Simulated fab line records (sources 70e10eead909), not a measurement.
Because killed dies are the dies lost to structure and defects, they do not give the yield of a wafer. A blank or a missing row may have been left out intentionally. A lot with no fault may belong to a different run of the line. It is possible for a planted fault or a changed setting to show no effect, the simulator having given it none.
A struck lot beside a sound one || flow nandHarc || 39 steps out of a route of 1302
Sound: wafers L848.2, L848.5, L848.6. Wafers L863.1, L863.5, L863.6 were the ones struck. The cause is given at the end.
At each step with rows: each side's tool, then ch and its chambers, then its first start. Under that, the readings that differ: sound wafers || struck wafers || difference of the means || sigmas: that difference in standard deviations of wafers without a fault.
alike: readings whose means differ by less than 2 such deviations, and words and numbers that are the same on both sides. not compared: withheld readings, readings that some wafer has no value for, bounds like >300 that may hide the same value, and numbers for which the record gives no deviation and whose values overlap.
A row with sigmas, a row that says differs or no value, or rows on one side alone: a step with any of these is where the two part. Non-overlapping numbers with no deviation appear without sigmas and do not part them. Lack of a reading on every wafer of one side parts them only where that side has two or more wafers.

NHARC_A_CHANNEL_HOLE_D1_XSEM_31:
  sound on xsem-02 ch 0, day 9 21:25; struck on xsem-01 ch 0, day 16 01:47
  alike: botCdNm, bowNm, tiltDeg
NHARC_A_CHANNEL_HOLE_D1_INSPECT_40:
  struck on defectInspect-01, day 16 01:53; sound on defectInspect-02, day 9 21:30
  alike: rawDefectCount
then, 2 steps without rows for these wafers: NHARC_A_CHANNEL_FILL_D1_PRECLEAN_00 (cleans in SC1); NHARC_A_CHANNEL_FILL_D1_SRD_01.
NHARC_A_CHANNEL_FILL_D1_ALD_02: deposits SiO2, target thk 6 nm, pulse time 10 s, ald cycles 60.
  sound on aldHk-03 ch 1,2, day 9 21:41; struck on aldHk-02 ch 0,1,3, day 16 02:17
  alike: heaterPowerOuterW, heaterPowerW, precursorPulseHeightRel
then, 2 steps without rows for these wafers: NHARC_A_CHANNEL_FILL_D1_ALD_03 (deposits SiNx, target thk 6 nm, pulse time 60 s, ald cycles 58); NHARC_A_CHANNEL_FILL_D1_ALD_14 (deposits SiO2, target thk 2.5 nm, pulse time 10 s, ald cycles 25).
NHARC_A_CHANNEL_FILL_D1_ALD_15: deposits SiNx, target thk 2 nm, pulse time 60 s, ald cycles 19.
  sound on aldSinBatch-03 ch 0; struck on aldSinBatch-02 ch 0
  alike: precursorPulseHeightRel
then, 3 steps without rows for these wafers: NHARC_A_CHANNEL_FILL_D1_ALD_16 (deposits SiO2, target thk 1.5 nm, pulse time 10 s, ald cycles 15); NHARC_A_CHANNEL_FILL_D1_ANNEAL_17 (time 1800 s); NHARC_A_CHANNEL_FILL_D1_CVD_18 (deposits poly-Si, target thk 3 nm).
NHARC_A_CHANNEL_FILL_D1_ETCHBACK_19: etches the open film in HBr/Cl2, target depth 5 nm, time 1.7 s.
  sound on rieSi-05 ch 0,1,2, day 10 21:08; struck on rieSi-02 ch 0,1, day 17 02:04
  alike: drypumpMotorCurrentA, oesProductAu, throttleValvePct
  not compared: rfHoursCounterH
NHARC_A_CHANNEL_FILL_D1_ETCHBACK_20: etches the open film in C4F8/O2/Ar, target depth 27 nm, time 13.5 s.
  sound on rieDiel-03 ch 0,1,2, day 10 21:16; struck on rieDiel-13 ch 0,3, day 17 02:11
  alike: oesProductAu, rfVppV
  not compared: rfHoursCounterH
then, 13 steps without rows for these wafers: NHARC_A_CHANNEL_FILL_D1_STRIP_28 (strips in O2, time 20 s); NHARC_A_CHANNEL_FILL_D1_PRECLEAN_21 (cleans in dHF, time 30 s); NHARC_A_CHANNEL_FILL_D1_SRD_23; NHARC_A_CHANNEL_FILL_D1_CVD_05 (deposits poly-Si, target thk 5 nm); NHARC_A_CHANNEL_FILL_D1_ANNEAL_22 (time 7200 s); NHARC_A_CHANNEL_FILL_D1_ALD_25 (deposits SiOx, target thk 60 nm, pulse time 10 s, ald cycles 600); NHARC_A_CHANNEL_FILL_D1_ETCHBACK_08 (etches the open film in C4F8, target depth 220 nm, time 110 s); NHARC_A_CHANNEL_FILL_D1_STRIP_29 (strips in O2, time 20 s); NHARC_A_CHANNEL_FILL_D1_PRECLEAN_30 (cleans in dHF, time 30 s); NHARC_A_CHANNEL_FILL_D1_SRD_31; NHARC_A_CHANNEL_FILL_D1_CVD_09 (deposits poly-Si, target thk 150 nm, time 3000 s); NHARC_A_CHANNEL_FILL_D1_CMP_10 (polishes, target thk 150 nm); NHARC_A_CHANNEL_FILL_D1_SRD_12.
NHARC_A_DECK1_JOINT_ETCHBACK_07: etches the open film in HBr, target depth 105 nm, time 26.9 s.
  sound on rieSi-06 ch 0,1,2, day 11 20:53; struck on rieSi-04 ch 0,2,3, day 18 01:59
{"reading": "throttleValvePct (%)", "sound": "23.267 23.248 23.258", "struck": "23.280 23.275 23.278", "difference": "+0.020", "sigmas": "+2"}
  alike: drypumpMotorCurrentA, oesProductAu
  not compared: rfHoursCounterH
then, 9 steps without rows for these wafers: NHARC_A_DECK1_JOINT_ETCH_25 (etches SiO2 in dHF, target depth 0.5 nm); NHARC_A_DECK1_JOINT_ETCH_19 (etches poly-Si in TMAH, target depth 3 nm); NHARC_A_DECK1_JOINT_ETCH_18 (etches SiO2 in dHF, target depth 3 nm); NHARC_A_DECK1_JOINT_WET_08 (chemistry H3PO4, time 86 s); NHARC_A_DECK1_JOINT_ETCH_09 (etches SiO2 in dHF, target depth 5 nm); NHARC_A_DECK1_JOINT_WET_10 (chemistry H3PO4, time 86 s); NHARC_A_DECK1_JOINT_ETCH_11 (etches SiO2 in dHF, target depth 35 nm); NHARC_A_DECK1_JOINT_CVD_12 (deposits poly-Si, target thk 90 nm, time 1800 s); NHARC_A_DECK1_JOINT_CMP_13 (polishes, target thk 51.023 nm).
NHARC_A_DECK1_JOINT_THK_MEAS_14: measures by ellipsometry.
  struck on filmMetro-01, day 18 12:23; sound on filmMetro-02, day 12 07:37
  alike: thkNm
following that, these wafers have no rows for 1 step: NHARC_A_DECK1_JOINT_SRD_04.
-- break in the record here, with 12 days between the starts of the struck wafers on either side (left off in module A_DECK1_JOINT, picked up again in module END, where the first step shown is number 1302 on the route) --
NHARC_END_SORT_01:
  the record has rows for the struck wafers here (prober-01 ch 0, day 30 22:35) and none for the sound ones

WHERE THEY PART
At NHARC_A_DECK1_JOINT_ETCHBACK_07 first; at NHARC_END_SORT_01 last (within this record only).

WHY: whatever the simulator had introduced
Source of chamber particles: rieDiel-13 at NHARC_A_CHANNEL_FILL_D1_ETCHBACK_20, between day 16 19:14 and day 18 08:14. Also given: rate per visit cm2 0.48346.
